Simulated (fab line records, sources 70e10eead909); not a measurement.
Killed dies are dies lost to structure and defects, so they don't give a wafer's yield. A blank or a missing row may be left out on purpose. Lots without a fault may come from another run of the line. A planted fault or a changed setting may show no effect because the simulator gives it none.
Which tool did it? | flow nand_harc | 12 lots, 36 wafers sampled, at 6 steps of a route of 1159

WHAT THE GAUGES READ, wafer by wafer
NHARC_P_BONDPAD_CD_MEAS_13. Usual: cd_nm 499.8 nm, standard deviation 1.7.
lot  | measured     | on        | cd_nm (nm)        | flag
L248 | day 6 14:34  | cd_sem-02 | 499.3 498.3 496.5 |
L250 | day 7 03:47  | cd_sem-02 | 499.4 501.3 502.7 |
L254 | day 8 04:08  | cd_sem-02 | 500.7 497.9 502.9 |
L255 | day 8 11:33  | cd_sem-03 | 502.1 502.1 503.8 |
L256 | day 8 14:05  | cd_sem-02 | 500.9 501.1 500.1 |
L260 | day 9 15:39  | cd_sem-02 | 500.5 499.4 498.6 |
L265 | day 10 21:50 | cd_sem-03 | 501.1 498.3 498.9 |
L266 | day 11 07:04 | cd_sem-02 | 497.8 499.1 498.6 |
L267 | day 11 12:21 | cd_sem-02 | 499.8 500.7 500.3 |
L268 | day 11 18:28 | cd_sem-02 | 499.5 501.8 499.0 |
L269 | day 11 19:58 | cd_sem-01 | 499.9 501.4 500.4 |
L270 | day 12 04:31 | cd_sem-01 | 497.7 499.3 498.0 |

NHARC_P_BONDPAD_THK_MEAS_20: measures by xrf. Usual: thk_nm 160.8 nm, standard deviation 1.5.
lot  | measured     | on            | thk_nm (nm)       | flag
L248 | day 6 16:47  | film_metro-02 | 160.4 159.7 160.2 |
L250 | day 7 05:51  | film_metro-02 | 161.4 159.3 162.6 |
L254 | day 8 06:49  | film_metro-01 | 30.1 27.9 28.3    | OFF
L255 | day 8 13:35  | film_metro-01 | 29.6 29.1 33.0    | OFF
L256 | day 8 16:13  | film_metro-01 | 30.0 29.8 30.0    | OFF
L260 | day 9 17:46  | film_metro-02 | 157.9 163.7 160.5 |
L265 | day 11 00:02 | film_metro-02 | 161.2 160.1 159.1 |
L266 | day 11 09:18 | film_metro-02 | 161.7 161.0 161.1 |
L267 | day 11 14:24 | film_metro-01 | 163.2 163.0 160.6 |
L268 | day 11 20:29 | film_metro-02 | 161.6 159.3 160.8 |
L269 | day 11 22:13 | film_metro-01 | 160.6 161.4 161.0 |
L270 | day 12 06:42 | film_metro-01 | 161.6 158.9 159.3 |

NHARC_END_SORT_01. Usual: defect_limited_yield 95.4 %, standard deviation 1.5; killed_at_array 26, standard deviation 9.6; killed_at_other 0.7, standard deviation 0.92; killed_at_periphery 3.8, standard deviation 2.7; killed_dies 31, standard deviation 10; killed_open 3.3, standard deviation 1.7; killed_short 1.8, standard deviation 1.3; sort_bin_2_pct 1.4 %, standard deviation 0.62; sort_bin_3_pct 0.23 %, standard deviation 0.21; sort_bin_4_pct 2.9 %, standard deviation 0.95; sort_n_pass 646, standard deviation 10; sort_rim_yield_pct 94 %, standard deviation 3.2; sort_yield_pct 95.4 %, standard deviation 1.5.
lot  | measured     | on        | defect_limited_yield (%) | killed_at_array | killed_at_other | killed_at_periphery | killed_dies | killed_open | killed_short | sort_bin_2_pct (%) | sort_bin_3_pct (%) | sort_bin_4_pct (%) | sort_n_pass | sort_rim_yield_pct (%) | sort_yield_pct (%) | flag
L254 | day 20 21:44 | prober-02 | 0 0 0                    | 16 26 20        | 0 0 2           | 661 651 655         | 677 677 677 | 3 5 3       | 0 1 1        | 97.6 96.9 98.1     | 0.15 0.44 0.30     | 2.2 2.7 1.6        | 0 0 0       | 0 0 0                  | 0 0 0              | OFF
L255 | day 21 06:08 | prober-01 | 0 0 0                    | 41 39 32        | 0 0 0           | 636 638 645         | 677 677 677 | 4 4 1       | 0 3 5        | 95.1 96.0 95.7     | 0.30 0.30 0.15     | 4.6 3.7 4.1        | 0 0 0       | 0 0 0                  | 0 0 0              | OFF
L256 | day 21 13:56 | prober-02 | 0 0 0                    | 19 18 13        | 0 1 0           | 658 658 664         | 677 677 677 | 1 2 2       | 3 3 1        | 97.5 96.9 97.9     | 0 0 0              | 2.5 3.1 2.1        | 0 0 0       | 0 0 0                  | 0 0 0              | OFF
L260 | day 22 01:44 | prober-01 | 97.9 97.2 97.2           | 13 16 17        | 0 0 0           | 1 3 2               | 14 19 19    | 0 6 4       | 1 1 3        | 0 0.4 1.0          | 0.15 0 0.15        | 1.9 2.4 1.6        | 663 658 658 | 99 98 97               | 97.9 97.2 97.2     |

WHICH TOOL RAN EACH LOT (tool, then ch and the chambers of the sampled wafers, then the start)
lot  | NHARC_P_BONDPAD_DESCUM_11          | NHARC_P_BONDPAD_ECD_18         | NHARC_P_BONDPAD_ANNEAL_28
L248 | rie_diel-05 ch 0,2,3, day 6 14:14  | ecd_cu-02 ch 0,1, day 6 15:40  | rtp_anneal-01 ch 0, day 6 16:07
L250 | rie_diel-05 ch 2,3, day 7 03:17    | ecd_cu-01 ch 0,1, day 7 04:49  | rtp_anneal-01 ch 0, day 7 05:11
L254 | rie_diel-07 ch 0,2,3, day 8 02:55  | ecd_cu-01 ch 0,1, day 8 05:46  | rtp_anneal-01 ch 0, day 8 06:08
L255 | rie_diel-06 ch 0,1,3, day 8 11:16  | ecd_cu-01 ch 0,1, day 8 12:35  | rtp_anneal-02 ch 0, day 8 12:55
L256 | rie_diel-05 ch 0,3, day 8 13:47    | ecd_cu-01 ch 0,1, day 8 15:10  | rtp_anneal-02 ch 0, day 8 15:31
L260 | rie_diel-05 ch 0,2,3, day 9 15:16  | ecd_cu-01 ch 0,1, day 9 16:43  | rtp_anneal-02 ch 0, day 9 17:05
L265 | rie_diel-05 ch 0,1,2, day 10 21:32 | ecd_cu-01 ch 0,1, day 10 23:02 | rtp_anneal-01 ch 0, day 10 23:22
L266 | rie_diel-05 ch 0,3, day 11 06:44   | ecd_cu-02 ch 0,1, day 11 08:14 | rtp_anneal-01 ch 0, day 11 08:41
L267 | rie_diel-06 ch 0,1,2, day 11 11:59 | ecd_cu-01 ch 0,1, day 11 13:27 | rtp_anneal-02 ch 0, day 11 13:50
L268 | rie_diel-05 ch 0,1,3, day 11 18:10 | ecd_cu-02 ch 0,1, day 11 19:27 | rtp_anneal-02 ch 0, day 11 19:50
L269 | rie_diel-05 ch 0,2,3, day 11 19:37 | ecd_cu-02 ch 0,1, day 11 21:13 | rtp_anneal-01 ch 0, day 11 21:32
L270 | rie_diel-06 ch 0,1,2, day 12 04:12 | ecd_cu-01 ch 0,1, day 12 05:29 | rtp_anneal-02 ch 0, day 12 06:02
- NHARC_P_BONDPAD_DESCUM_11: chemistry O2, time 3 s.
- NHARC_P_BONDPAD_ECD_18: material Cu, target thk 400 nm.
- NHARC_P_BONDPAD_ANNEAL_28: time 90 s.

WHAT THE TOOLS THEMSELVES READ (means of the sampled wafers that have a number; where no wafer has one, the mark that the record gives instead)
NHARC_P_BONDPAD_DESCUM_11. Usual: chamber_pressure_mTorr 59.97 mTorr, standard deviation 0.19; drypump_motor_current_A 5.5 A, standard deviation 0.42; oes_product_au 0.998 a.u., standard deviation 0.0086; rf_vpp_V 58.0 V, standard deviation 0.88; showerhead_plenum_p_Torr 1.94 Torr, standard deviation 0.098; throttle_valve_pct 11.311 %, standard deviation 0.0095.
lot  | tool        | chamber_pressure_mTorr (mTorr) | drypump_motor_current_A (A) | oes_product_au (a.u.) | rf_vpp_V (V) | showerhead_plenum_p_Torr (Torr) | throttle_valve_pct (%) | flag
L248 | rie_diel-05 | 60.01                          | 5.7                         | 0.995                 | 57.4         | 1.91                            | 11.319                 |
L250 | rie_diel-05 | 59.98                          | 5.8                         | 0.995                 | 57.4         | 1.86                            | 11.315                 |
L254 | rie_diel-07 | 60.04                          | 5.6                         | 1.002                 | 58.3         | 1.97                            | 11.314                 |
L255 | rie_diel-06 | 60.06                          | 5.0                         | 1.009                 | 58.4         | 2.01                            | 11.317                 |
L256 | rie_diel-05 | 59.95                          | 5.4                         | 0.997                 | 57.9         | 1.87                            | 11.313                 |
L260 | rie_diel-05 | 59.99                          | 5.7                         | 0.994                 | 58.2         | 1.91                            | 11.320                 |
L265 | rie_diel-05 | 60.03                          | 5.7                         | 0.997                 | 58.0         | 1.93                            | 11.312                 |
L266 | rie_diel-05 | 59.97                          | 5.5                         | 0.987                 | 57.5         | 1.83                            | 11.311                 |
L267 | rie_diel-06 | 60.04                          | 5.2                         | 1.005                 | 58.2         | 2.00                            | 11.306                 |
L268 | rie_diel-05 | 59.92                          | 5.4                         | 1.001                 | 57.9         | 1.85                            | 11.314                 |
L269 | rie_diel-05 | 60.04                          | 5.8                         | 0.994                 | 58.4         | 1.91                            | 11.314                 |
L270 | rie_diel-06 | 59.94                          | 5.2                         | 1.010                 | 58.5         | 2.00                            | 11.308                 |

NHARC_P_BONDPAD_ECD_18. Usual: bath_heat_duty_pct 6.2 %, standard deviation 0.48; bath_temp_c 24.99 C, standard deviation 0.092.
lot  | tool      | bath_heat_duty_pct (%) | bath_temp_c (C) | flag
L248 | ecd_cu-02 | 6.7                    | 24.95           |
L250 | ecd_cu-01 | 6.3                    | 25.05           |
L254 | ecd_cu-01 | -                      | -               | OFF
L255 | ecd_cu-01 | -                      | -               | OFF
L256 | ecd_cu-01 | -                      | -               | OFF
L260 | ecd_cu-01 | 6.0                    | 24.95           |
L265 | ecd_cu-01 | 6.1                    | 25.04           |
L266 | ecd_cu-02 | 6.4                    | 25.03           |
L267 | ecd_cu-01 | 6.4                    | 25.06           |
L268 | ecd_cu-02 | 7.0                    | 25.02           |
L269 | ecd_cu-02 | 6.3                    | 25.03           |
L270 | ecd_cu-01 | 6.1                    | 24.94           |

NHARC_P_BONDPAD_ANNEAL_28. Usual: wafer_temp_C_max 226.1, standard deviation 0.35.
lot  | tool          | wafer_temp_C_max | flag
L248 | rtp_anneal-01 | 226.4            |
L250 | rtp_anneal-01 | 226.1            |
L254 | rtp_anneal-01 | 226.6            |
L255 | rtp_anneal-02 | 226.0            |
L256 | rtp_anneal-02 | 225.7            |
L260 | rtp_anneal-02 | 225.7            |
L265 | rtp_anneal-01 | 226.2            |
L266 | rtp_anneal-01 | 226.2            |
L267 | rtp_anneal-02 | 225.9            |
L268 | rtp_anneal-02 | 226.0            |
L269 | rtp_anneal-01 | 226.0            |
L270 | rtp_anneal-02 | 225.8            |

THE ANSWER, worked out from the rows above alone
Rule: a lot is off if the mean of its wafers that have a number lies more than 3 standard deviations from the usual mean. A lot without any number at a reading at which 4 lots or more have one is off too. The other lots that the step has rows for count as sound. The gauges are gone through in route order, then the tools' own readings, and for those a lot's mean is taken as printed above. The first step at which some lot is off is used, and at that step the reading that is off furthest; a lot without a number counts as furthest.
Off: L254, L255, L256, at NHARC_P_BONDPAD_THK_MEAS_20 (thk_nm).
A tool fits if, at a process step before that reading, it ran every lot that is off, and no sound lot after the first of them. The gauges at NHARC_P_BONDPAD_THK_MEAS_20 aren't tried: what is off there is off at NHARC_END_SORT_01 too, on other tools, and a gauge's error can't cause that. None of those tried fits.

WHAT THE SIMULATOR HAD PUT IN
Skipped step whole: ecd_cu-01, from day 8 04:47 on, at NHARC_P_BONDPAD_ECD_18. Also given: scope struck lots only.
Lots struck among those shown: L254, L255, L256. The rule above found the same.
